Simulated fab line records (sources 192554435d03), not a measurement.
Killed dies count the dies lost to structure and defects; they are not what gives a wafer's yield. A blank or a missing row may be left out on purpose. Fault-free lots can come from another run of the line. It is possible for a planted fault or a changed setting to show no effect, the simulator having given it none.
Matching of chambers + flow n5_finfet + N5_DUMMY_GATE_ETCH_42 on rie_diel-03: 4 sister chambers
The step etches SiO2 in CHF3/O2, target depth 3.5 nm, time 31 s. 4 wafers are shown with their chamber, then 10 later ones without.

## WAFERS, EACH WITH ITS CHAMBER
| wafer  | chamber | throttle_valve_pct (%) |
|--------|---------|------------------------|
| L085.4 | 2       | 18.73                  |
| L089.6 | 3       | 18.93                  |
| L091.2 | 0       | 18.53                  |
| L091.5 | 1       | 19.17                  |

## WAFERS MISSING THEIR CHAMBER
| wafer  | throttle_valve_pct (%) |
|--------|------------------------|
| L091.6 | 18.93                  |
| L094.1 | 18.35                  |
| L094.4 | 19.18                  |
| L094.5 | 18.93                  |
| L095.1 | 18.55                  |
| L095.3 | 19.18                  |
| L095.4 | 18.35                  |
| L097.2 | 18.95                  |
| L097.3 | 18.37                  |
| L097.5 | 18.95                  |

## WHICH CHAMBER EACH ONE RAN IN
| wafer  | from the rows above     | in truth                   |
|--------|-------------------------|----------------------------|
| L091.6 | 3                       | 3                          |
| L094.1 | 0                       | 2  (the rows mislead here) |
| L094.4 | 1                       | 1                          |
| L094.5 | 3                       | 3                          |
| L095.1 | can't be placed: 0 or 2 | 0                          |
| L095.3 | 1                       | 1                          |
| L095.4 | 0                       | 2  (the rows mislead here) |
| L097.2 | 3                       | 3                          |
| L097.3 | 0                       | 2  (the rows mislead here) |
| L097.5 | 3                       | 3                          |
Correctly placed: 6 of 10. These rows do not allow placing 1 (true chamber among the candidates in 1). Number placed wrongly: 3.
How it was worked out, from the rows above alone: a wafer's distance from a chamber is the root of the sum, over the readings, of the square of ((its reading less the chamber's mean) divided by the reading's scatter). If the next closest chamber is less than 2 further off than the closest, the wafer can't be placed; otherwise it belongs to the closest. For every chamber, the mean is computed from those of its wafers that are shown. The scatter: root of mean squared gap, hidden wafer to nearest shown wafer, with one shown wafer a chamber.
